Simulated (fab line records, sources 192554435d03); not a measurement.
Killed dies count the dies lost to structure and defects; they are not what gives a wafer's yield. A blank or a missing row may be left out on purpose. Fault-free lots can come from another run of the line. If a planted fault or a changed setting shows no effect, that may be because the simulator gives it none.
Chamber matching || flow n5Finfet || N5_BEOL_M5_DEP_56 on pecvd-02: 3 sister chambers
The step deposits SiCN from 3MS/NH3, target thk 8 nm, time 14 s. 6 wafers are shown with their chamber, then 12 later ones without.

WAFERS PAIRED WITH THEIR CHAMBERS
{"wafer": "L085.5", "chamber": 1, "throttleValvePct (%)": 10.6, "showerheadPlenumPTorr (Torr)": 3.698}
{"wafer": "L084.2", "chamber": 2, "throttleValvePct (%)": 8.7, "showerheadPlenumPTorr (Torr)": 3.656}
{"wafer": "L084.5", "chamber": 2, "throttleValvePct (%)": 8.5, "showerheadPlenumPTorr (Torr)": 3.655}
{"wafer": "L087.1", "chamber": 0, "throttleValvePct (%)": 8.8, "showerheadPlenumPTorr (Torr)": 3.679}
{"wafer": "L087.5", "chamber": 0, "throttleValvePct (%)": 8.8, "showerheadPlenumPTorr (Torr)": 3.654}
{"wafer": "L087.6", "chamber": 1, "throttleValvePct (%)": 10.0, "showerheadPlenumPTorr (Torr)": 3.688}

WAFERS WITHOUT THEIR CHAMBER
{"wafer": "L089.1", "throttleValvePct (%)": 10.2, "showerheadPlenumPTorr (Torr)": 3.693}
{"wafer": "L089.3", "throttleValvePct (%)": 8.7, "showerheadPlenumPTorr (Torr)": 3.656}
{"wafer": "L089.5", "throttleValvePct (%)": 10.1, "showerheadPlenumPTorr (Torr)": 3.689}
{"wafer": "L090.4", "throttleValvePct (%)": 8.2, "showerheadPlenumPTorr (Torr)": 3.651}
{"wafer": "L090.5", "throttleValvePct (%)": 8.4, "showerheadPlenumPTorr (Torr)": 3.672}
{"wafer": "L090.6", "throttleValvePct (%)": 10.3, "showerheadPlenumPTorr (Torr)": 3.688}
{"wafer": "L097.1", "throttleValvePct (%)": 8.6, "showerheadPlenumPTorr (Torr)": 3.666}
{"wafer": "L097.2", "throttleValvePct (%)": 8.7, "showerheadPlenumPTorr (Torr)": 3.647}
{"wafer": "L097.3", "throttleValvePct (%)": 10.3, "showerheadPlenumPTorr (Torr)": 3.698}
{"wafer": "L097.4", "throttleValvePct (%)": 8.6, "showerheadPlenumPTorr (Torr)": 3.673}
{"wafer": "L097.5", "throttleValvePct (%)": 10.4, "showerheadPlenumPTorr (Torr)": 3.693}
{"wafer": "L097.6", "throttleValvePct (%)": 8.6, "showerheadPlenumPTorr (Torr)": 3.652}

CHAMBER TAKEN BY EACH
{"wafer": "L089.1", "from the rows above": 1, "in truth": 1}
{"wafer": "L089.3", "from the rows above": "can't be placed: 2 or 0", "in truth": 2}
{"wafer": "L089.5", "from the rows above": 1, "in truth": 1}
{"wafer": "L090.4", "from the rows above": "can't be placed: 2 or 0", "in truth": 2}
{"wafer": "L090.5", "from the rows above": "can't be placed: 0 or 2", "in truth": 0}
{"wafer": "L090.6", "from the rows above": 1, "in truth": 1}
{"wafer": "L097.1", "from the rows above": "can't be placed: 0 or 2", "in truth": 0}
{"wafer": "L097.2", "from the rows above": "can't be placed: 2 or 0", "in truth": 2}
{"wafer": "L097.3", "from the rows above": 1, "in truth": 1}
{"wafer": "L097.4", "from the rows above": "can't be placed: 0 or 2", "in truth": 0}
{"wafer": "L097.5", "from the rows above": 1, "in truth": 1}
{"wafer": "L097.6", "from the rows above": "can't be placed: 2 or 0", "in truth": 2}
5 of 12 placed correctly. Can't be placed from these rows: 7 (the true chamber is among the candidates in 7). Number placed wrongly: 0.
How it was worked out, from the rows above alone: a wafer's distance from a chamber is the root of the sum, over the readings, of the square of ((its reading less the chamber's mean) divided by the reading's scatter). If the next closest chamber is less than 2 further off than the closest, the wafer can't be placed; otherwise it belongs to the closest. Each chamber's mean is taken over the wafers shown for it. The scatter: the root of (the sum of the squares of (reading less its chamber's mean) over the shown wafers, divided by (wafers less chambers)).
